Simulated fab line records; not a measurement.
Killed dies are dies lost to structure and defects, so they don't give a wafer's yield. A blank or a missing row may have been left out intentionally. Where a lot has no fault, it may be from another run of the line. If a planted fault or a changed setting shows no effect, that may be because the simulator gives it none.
Matching of chambers :: flow n5 finfet :: cvd co-01 running N5_BEOL_M4_PRE_CLEAN_60: 3 sister chambers
The step time 15 s. 3 wafers are shown with their chamber, then 12 later ones without.

== WAFERS WITH THEIR CHAMBER ==
wafer: L089.2
chamber: 2
heater power outer w (W): 19

wafer: L089.3
chamber: 0
heater power outer w (W): 32

wafer: L089.5
chamber: 1
heater power outer w (W): 3

== WAFERS WITHOUT THEIR CHAMBER ==
wafer: L095.3
heater power outer w (W): 19

wafer: L095.4
heater power outer w (W): 3

wafer: L095.6
heater power outer w (W): 18

wafer: L093.1
heater power outer w (W): 3

wafer: L093.4
heater power outer w (W): 3

wafer: L093.6
heater power outer w (W): 32

wafer: L094.1
heater power outer w (W): 19

wafer: L094.4
heater power outer w (W): 31

wafer: L094.6
heater power outer w (W): 19

wafer: L096.1
heater power outer w (W): 3

wafer: L096.2
heater power outer w (W): 19

wafer: L096.3
heater power outer w (W): 32

== EACH ONE'S CHAMBER ==
wafer: L095.3
from the rows above: 2
in truth: 2

wafer: L095.4
from the rows above: 1
in truth: 1

wafer: L095.6
from the rows above: 2
in truth: 2

wafer: L093.1
from the rows above: 1
in truth: 1

wafer: L093.4
from the rows above: 1
in truth: 1

wafer: L093.6
from the rows above: 0
in truth: 0

wafer: L094.1
from the rows above: 2
in truth: 2

wafer: L094.4
from the rows above: 0
in truth: 0

wafer: L094.6
from the rows above: 2
in truth: 2

wafer: L096.1
from the rows above: 1
in truth: 1

wafer: L096.2
from the rows above: 2
in truth: 2

wafer: L096.3
from the rows above: 0
in truth: 0
Correctly placed: 12 of 12. Not placeable from these rows: 0. 0 placed wrongly.
How it was worked out, from the rows above alone: a wafer's distance from a chamber is the root of the sum, over the readings, of the square of ((its reading less the chamber's mean) divided by the reading's scatter). The wafer belongs to the nearest chamber; if the next one is less than 2 further off, it can't be placed. For every chamber, the mean is computed from those of its wafers that are shown. The scatter (one wafer shown for each chamber): square how far every hidden wafer sits from the nearest shown wafer, average those squares and take the square root.
